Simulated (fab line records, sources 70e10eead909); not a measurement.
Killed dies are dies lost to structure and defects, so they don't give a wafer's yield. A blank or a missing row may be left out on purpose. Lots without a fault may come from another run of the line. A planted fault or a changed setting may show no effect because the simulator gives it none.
fab line records | flow nand_harc
record lots=5 wafers=15 last_day=24
route steps=1159 shown P_GATE@170 END@1159
lots that met no fault: from a run of the same line without faults
start_h: hours from the record's first day to the start of the lot's first wafer shown | wait_h: hours since the lot's step before | " the same as in the row above | L1.1+2: a row that stands for several wafers | - no value, or no start given | * or withheld: withheld | < > ~ a bound
route shown NAME@n: a module of which the file shows steps, and the number in the route of the first | usual: mean/standard deviation of fault-free wafers | same: alike in all rows | chamber/n: place in a boat | sites: the reading at each site | _std_site: their standard deviation | _edge_site: outer sites' mean less inner sites' | radius_mm: how far each site lies from the wafer's centre | mask NAME#n: copy n | behind: the tool/chamber that last shaped the wafer | hold: why the lot was held/for how many hours/how that ended | device: the transistor (n, p or np) that didn't switch | end of line: the same wafers' tests at the end of the route | a step without rows: its recipe alone | killed: dies lost to structure and defects at the first sort, not the wafer's yield | map: a wafer's dies, x killed, . not, _ none there
set.NAME: the setting as run; set.NAME@STEP: as run at that earlier step | model.NAME: the simulator's own value behind a step, which no gauge read
lots at some steps of the route; a table a step, a row a wafer
services: from which hour (start_h, from the record's first day; less than 0 if before it) a tool's chamber was out of use, for how many hours, and why
## steps
# step NHARC_P_GATE_CD_MEAS_46
# recipe target_cd_nm=720 landing_energy_ev=500
# usual cd_nm=719.8/1.3
# columns lot.wafer tool chamber start_h wait_h cd_nm
L388.1 cd_sem-01 0 154.79 - 718.1
L388.3 " 0 " " 718.8
L388.5 " 0 " " 717.7
L390.2 cd_sem-03 0 167.45 - 721.6
L390.3 " 0 " " 722.2
L390.4 " 0 " " 722.2
L400.2 cd_sem-01 0 217.84 - 719.6
L400.4 " 0 " " 719.1
L400.6 " 0 " " 720.0
L401.1 cd_sem-02 0 228.59 - 721.0
L401.2 " 0 " " 720.8
L401.4 " 0 " " 721.6
L402.4 cd_sem-03 0 228.88 - 719.8
L402.5 " 0 " " 720.4
L402.6 " 0 " " 720.7
# step NHARC_P_GATE_HARDBAKE_47
# recipe temp_c=125 time_s=80
# step NHARC_P_GATE_DESCUM_48
# recipe time_s=3 o2_flow_sccm=200 ar_flow_sccm=0 bias_power_w=0 chemistry=O2
# usual drypump_motor_current_A=5.6/0.42 oes_product_au=1.000/0.0078 rf_vpp_V=57.8/0.96 showerhead_plenum_p_Torr=1.94/0.11 throttle_valve_pct=11.311/0.0081
# columns lot.wafer tool chamber start_h wait_h drypump_motor_current_A oes_product_au rf_hours_counter_h rf_vpp_V showerhead_plenum_p_Torr throttle_valve_pct
L388.1 rie_diel-11 3 154.97 - 5.8 0.996 26 58.1 1.95 11.307
L388.3 " 0 " " 5.6 1.004 26 57.4 2.03 11.308
L388.5 " 0 " " 5.6 0.992 - 58.1 2.03 11.303
L390.3 rie_diel-01 1 167.65 - 5.7 1.001 7 57.7 1.95 11.316
L390.2 " 2 " " 6.6 1.005 7 57.8 1.92 11.313
L390.4 " 0 " " 6.3 1.004 7 55.9 1.79 11.300
L400.2 rie_diel-12 0 218.00 - 5.5 1.005 2 59.7 2.08 11.306
L400.4 " 2 " " 4.8 1.011 2 58.6 1.79 11.316
L400.6 " 0 " " 5.5 1.002 - 57.8 2.08 11.327
L401.2 rie_diel-11 0 228.77 - 5.6 1.006 6 57.0 2.02 11.318
L401.4 " 2 " " 5.8 0.993 5 57.9 1.81 11.302
L401.1 " 3 " " 5.8 0.997 5 55.4 1.95 11.309
L402.4 rie_diel-12 2 229.05 - 4.9 1.004 6 57.4 1.78 11.315
L402.5 " 0 " " 5.5 0.996 - 57.3 2.07 11.301
L402.6 " 1 " " 5.2 1.002 - 56.6 2.02 11.325
# step NHARC_P_GATE_IMPLANT_49
# recipe energy_kev=30 dose_cm2=3e+15 tilt_deg=7
# step NHARC_P_GATE_STRIP_111
# recipe power_w=1500 temp_c=110 time_s=250 chemistry=N2/H2
# usual drypump_motor_current_A=5.7/0.45 heater_power_w=94/8.5
# columns lot.wafer tool chamber start_h wait_h drypump_motor_current_A heater_power_w rf_hours_counter_h
L388.1 plasma_asher-02 0 155.43 0.3 5.7 94 49
L388.3 " 1 " " 5.2 81 -
L388.5 " 1 " " 5.2 80 -
L390.2 plasma_asher-02 0 168.12 0.3 5.7 94 54
L390.4 " 0 " " 5.7 93 -
L390.3 " 1 " " 5.2 83 -
L400.2 plasma_asher-02 0 218.41 0.2 5.7 90 10
L400.4 " 1 " " 5.2 86 -
L400.6 " 0 " " 5.7 90 -
L401.2 plasma_asher-01 1 229.14 0.2 5.7 98 42
L401.1 " 0 " " 6.4 104 42
L401.4 " 0 " " 6.5 107 -
L402.4 plasma_asher-02 1 229.55 0.3 5.2 85 -
L402.6 " 0 " " 5.7 92 -
L402.5 " 1 " " 5.2 88 -
# step NHARC_P_GATE_STRIP_75
# recipe power_w=1500 temp_c=250 chemistry=O2
# usual drypump_motor_current_A=5.7/0.45 heater_power_w=351/33
# columns lot.wafer tool chamber start_h wait_h drypump_motor_current_A heater_power_w rf_hours_counter_h
L388.1 plasma_asher-02 0 155.74 0.3 5.7 348 49
L388.3 " 1 " " 5.2 307 -
L388.5 " 1 " " 5.2 306 -
L390.2 plasma_asher-02 0 168.43 0.3 5.7 345 55
L390.4 " 0 " " 5.7 354 -
L390.3 " 1 " " 5.2 298 -
L400.2 plasma_asher-02 0 218.68 0.2 5.7 336 11
L400.4 " 1 " " 5.2 319 -
L400.6 " 0 " " 5.7 334 -
L401.2 plasma_asher-01 1 229.44 0.2 5.8 374 42
L401.1 " 0 " " 6.5 402 42
L401.4 " 0 " " 6.4 395 -
L402.4 plasma_asher-02 1 229.74 0.1 5.2 316 -
L402.6 " 0 " " 5.7 348 -
L402.5 " 1 " " 5.2 324 -
# step NHARC_P_GATE_STRIP_50
# recipe time_s=900 temp_c=130 chemistry=SPM
# step NHARC_P_GATE_DEHYDRATE_51
# recipe temp_c=150 time_s=120
# step NHARC_P_GATE_HMDS_52
# recipe time_s=30
# step NHARC_P_GATE_COAT_53
# recipe spin_rpm=3000
# step NHARC_P_GATE_SOFTBAKE_54
# recipe temp_c=122 time_s=95
# step NHARC_P_GATE_EBR_55
# step NHARC_P_GATE_EXPOSE_56
# recipe na=0.6 target_cd_nm=720 dose_mj=14.81 mask_id=P_PSD
# usual reticle_temp_C=23.00/0.094
# columns lot.wafer tool chamber start_h wait_h mask reticle_temp_C
L388.1 krf_scanner-01 0 156.51 - P_PSD#0 22.96
L388.3 " 0 " " P_PSD#0 22.83
L388.5 " 0 " " P_PSD#0 22.90
L390.2 krf_scanner-01 0 169.07 - P_PSD_R1#0 22.99
L390.3 " 0 " " P_PSD_R1#0 23.03
L390.4 " 0 " " P_PSD_R1#0 22.85
L400.2 krf_scanner-01 0 219.45 - P_PSD#0 22.87
L400.4 " 0 " " P_PSD#0 23.16
L400.6 " 0 " " P_PSD#0 22.94
L401.1 krf_scanner-01 0 230.08 - P_PSD#0 23.00
L401.2 " 0 " " P_PSD#0 22.95
L401.4 " 0 " " P_PSD#0 22.94
L402.4 krf_scanner-03 0 230.49 - P_PSD#0 23.11
L402.5 " 0 " " P_PSD#0 22.88
L402.6 " 0 " " P_PSD#0 23.06
# step NHARC_P_GATE_PEB_57
# recipe peb_temp_c=118 peb_time_s=85
# step NHARC_P_GATE_DEVELOP_58
# recipe time_s=70
# step NHARC_P_GATE_CD_MEAS_59
# recipe target_cd_nm=720 landing_energy_ev=500
# usual cd_nm=719.2/1.2
# columns lot.wafer tool chamber start_h wait_h cd_nm
L388.1 cd_sem-01 0 156.67 - 718.4
L388.3 " 0 " " 719.1
L388.5 " 0 " " 717.9
L390.2 cd_sem-01 0 169.24 - 713.1
L390.3 " 0 " " 713.4
L390.4 " 0 " " 711.7
L400.2 cd_sem-03 0 219.61 - 721.1
L400.4 " 0 " " 722.4
L400.6 " 0 " " 720.8
L401.1 cd_sem-03 0 230.24 - 718.4
L401.2 " 0 " " 718.1
L401.4 " 0 " " 718.1
L402.4 cd_sem-01 0 230.64 - 719.4
L402.5 " 0 " " 717.0
L402.6 " 0 " " 717.8
# step NHARC_P_GATE_HARDBAKE_60
# recipe temp_c=125 time_s=80
# step NHARC_END_SORT_01
# recipe temp_c=25
# usual killed_at_array=24/7.4 killed_at_other=0.5/0.81 killed_at_periphery=3.4/2.3 killed_dies=28/8 killed_open=3.4/1.8 killed_short=2.0/1.4
# same gross_dies=677
# columns lot.wafer tool chamber start_h wait_h killed_at_array killed_at_other killed_at_periphery killed_dies killed_open killed_short
L390.2 prober-01 0 498.26 2.8 21 0 10 31 2 6
L390.3 prober-01 0 499.07 3.1 26 0 8 34 3 2
L390.4 prober-01 0 499.88 3.4 32 0 4 36 4 2
# killed by level:class
L390.2 A_SLIT:chamber_film_flake=9 P_ZERO_WELL:chamber_film_flake=7 A_CHANNEL_FILL_D1:geometric_particle:short=3 A_WL_FILL:geometric_particle:short=3 P_STI:chamber_film_flake=2 A_WL_FILL:chamber_film_flake=2 P_CONTACT:geometric_particle:open=1 A_CHANNEL_HOLE_D1:geometric_particle:open=1
L390.3 A_SLIT:chamber_film_flake=11 A_CHANNEL_HOLE_D1:chamber_film_flake=4 P_ZERO_WELL:chamber_film_flake=3 A_STAIRCASE:chamber_film_flake=3 A_CONTACT:chamber_film_flake=3 P_STI:chamber_film_flake=2 P_CONTACT:geometric_particle:open=1 P_M0:geometric_particle:open=1
L390.4 A_SLIT:chamber_film_flake=10 A_CHANNEL_HOLE_D1:chamber_film_flake=6 A_STAIRCASE:chamber_film_flake=5 A_CONTACT:chamber_film_flake=4 A_WL_FILL:chamber_film_flake=2 P_STI:geometric_particle:short=1 P_GATE:geometric_particle:open=1 A_ONON_D1:geometric_particle:open=1
## services
# columns tool chamber start_h hours kind
rie_diel-12 0 132.75 - clean
rie_diel-12 1 132.75 - clean
rie_diel-12 2 132.75 - clean
rie_diel-12 3 132.75 - clean
rie_diel-01 - 137.80 9.0 pm
rie_diel-11 2 140.05 15.5 repair
rie_diel-11 0 144.25 - clean
rie_diel-11 1 144.25 - clean
rie_diel-11 3 144.25 - clean
rie_diel-12 0 157.41 - clean
rie_diel-12 1 157.41 - clean
rie_diel-12 2 157.41 - clean
rie_diel-12 3 157.41 - clean
krf_scanner-03 - 168.02 4.0 pm
rie_diel-11 0 168.77 - clean
rie_diel-11 1 168.77 - clean
plasma_asher-02 - 183.00 9.0 pm
plasma_asher-02 0 183.00 9.0 vent_cycle
plasma_asher-02 1 183.00 9.0 vent_cycle
rie_diel-11 - 189.50 9.0 pm
plasma_asher-02 0 192.00 - clean
plasma_asher-02 1 192.00 - clean
plasma_asher-02 - 197.29 1.3 repair
rie_diel-12 - 202.42 9.0 pm
## key
first_sign step=NHARC_P_GATE_EXPOSE_56 reading=mask direction=changed
effect step=NHARC_P_GATE_CD_MEAS_59 reading=cd_nm direction=down sigmas=5.5 usual=719.2 struck=712.7
met_at NHARC_P_GATE_EXPOSE_56
struck_wafers L390.2,L390.3,L390.4
tester_left_out L390
onset_between 156.51 169.07
fault kind=wrong_mask tool=any chamber=- onset_h=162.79 steps=NHARC_P_GATE_EXPOSE_56 aux_copy=P_PSD_R1#0 cd_offset_nm=-7.4103 scope=struck_lots_only
# tester_left_out: of these lots the tester's yield and bins aren't shown, on N5 and GAA mostly nor the transistor test; their killed dies are dies lost to structure and defects alone, not to doping, threshold or leakage, so they don't give the yield
